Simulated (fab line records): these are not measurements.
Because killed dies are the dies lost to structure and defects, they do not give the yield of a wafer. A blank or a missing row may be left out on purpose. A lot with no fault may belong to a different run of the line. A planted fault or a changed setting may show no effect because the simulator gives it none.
Matching of chambers    flow nand-harc    NHARC_THIN_TSV_ETCHBACK_48 on rie-diel-04: 4 sister chambers
The step etches the open film in C4F8/Ar, target depth 1028.5 nm, time 405.17 s. 4 wafers are shown with their chamber, then 9 later ones without.

## WAFERS PAIRED WITH THEIR CHAMBERS
wafer   chamber  rf-vpp-V (V)
L983.4  0        545
L980.1  1        543
L980.3  3        542
L980.6  2        553

## WAFERS WHOSE CHAMBER IS MISSING
wafer   rf-vpp-V (V)
L988.2  553
L988.3  543
L988.6  551
L986.3  542
L986.5  546
L986.6  542
L996.2  541
L996.3  544
L996.6  542

## CHAMBER TAKEN BY EACH
wafer   from the rows above           in truth
L988.2  2                             2
L988.3  can't be placed: 1 or 3       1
L988.6  2                             2
L986.3  can't be placed: 3 or 1       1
L986.5  0                             0
L986.6  can't be placed: 3 or 1       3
L996.2  can't be placed: 3 or 1       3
L996.3  can't be placed: 0 or 1 or 3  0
L996.6  can't be placed: 3 or 1       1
3 of 9 placed correctly. Cannot be placed on the basis of these rows: 6; the candidates contain the true chamber in 6. Wrongly placed: 0.
How it was worked out, from the rows above alone: a wafer's distance from a chamber is the root of the sum, over the readings, of the square of ((its reading less the chamber's mean) divided by the reading's scatter). If the next closest chamber is less than 2 further off than the closest, the wafer can't be placed; otherwise it belongs to the closest. A chamber's mean is the mean of its shown wafers. The scatter (one wafer shown for each chamber): square how far every hidden wafer sits from the nearest shown wafer, average those squares and take the square root.
